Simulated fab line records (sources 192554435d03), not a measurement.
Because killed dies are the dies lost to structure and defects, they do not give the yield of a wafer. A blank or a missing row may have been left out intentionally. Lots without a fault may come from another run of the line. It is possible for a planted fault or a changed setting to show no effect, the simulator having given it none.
Matching of chambers / flow n5-finfet / N5_GATE_CUT_PECVD_57 on pecvd-04 has 3 sister chambers
The step deposits SiNx from SiH4/NH3/N2, target thk 21 nm. 6 wafers are shown with their chamber, then 7 later ones without.

## WAFERS, EACH WITH ITS CHAMBER
wafer=L076.4; chamber=2; throttle-valve-pct (%)=40.4; showerhead-plenum-p-Torr (Torr)=5.08
wafer=L080.6; chamber=2; throttle-valve-pct (%)=40.5; showerhead-plenum-p-Torr (Torr)=5.10
wafer=L082.5; chamber=0; throttle-valve-pct (%)=41.1; showerhead-plenum-p-Torr (Torr)=5.20
wafer=L082.6; chamber=1; throttle-valve-pct (%)=38.0; showerhead-plenum-p-Torr (Torr)=5.14
wafer=L093.2; chamber=0; throttle-valve-pct (%)=40.9; showerhead-plenum-p-Torr (Torr)=5.19
wafer=L093.3; chamber=1; throttle-valve-pct (%)=37.8; showerhead-plenum-p-Torr (Torr)=5.14

## WAFERS MISSING THEIR CHAMBER
wafer=L093.4; throttle-valve-pct (%)=41.2; showerhead-plenum-p-Torr (Torr)=5.20
wafer=L095.1; throttle-valve-pct (%)=41.0; showerhead-plenum-p-Torr (Torr)=5.11
wafer=L095.3; throttle-valve-pct (%)=41.1; showerhead-plenum-p-Torr (Torr)=5.19
wafer=L095.6; throttle-valve-pct (%)=41.2; showerhead-plenum-p-Torr (Torr)=5.20
wafer=L096.2; throttle-valve-pct (%)=41.2; showerhead-plenum-p-Torr (Torr)=5.21
wafer=L096.4; throttle-valve-pct (%)=41.0; showerhead-plenum-p-Torr (Torr)=5.10
wafer=L096.6; throttle-valve-pct (%)=37.8; showerhead-plenum-p-Torr (Torr)=5.14

## CHAMBER TAKEN BY EACH
wafer=L093.4; from the rows above=0; in truth=0
wafer=L095.1; from the rows above=2; in truth=2
wafer=L095.3; from the rows above=0; in truth=0
wafer=L095.6; from the rows above=0; in truth=0
wafer=L096.2; from the rows above=0; in truth=0
wafer=L096.4; from the rows above=2; in truth=2
wafer=L096.6; from the rows above=1; in truth=1
Correctly placed: 7 of 7. Number that these rows cannot place: 0. Wrongly placed: 0.
How it was worked out, from the rows above alone: a wafer's distance from a chamber is the root of the sum, over the readings, of the square of ((its reading less the chamber's mean) divided by the reading's scatter). If the next closest chamber is less than 2 further off than the closest, the wafer can't be placed; otherwise it belongs to the closest. For every chamber, the mean is computed from those of its wafers that are shown. The scatter: take each reading less its chamber's mean, square it, sum over the shown wafers, divide by the number of wafers less the number of chambers, and take the root.
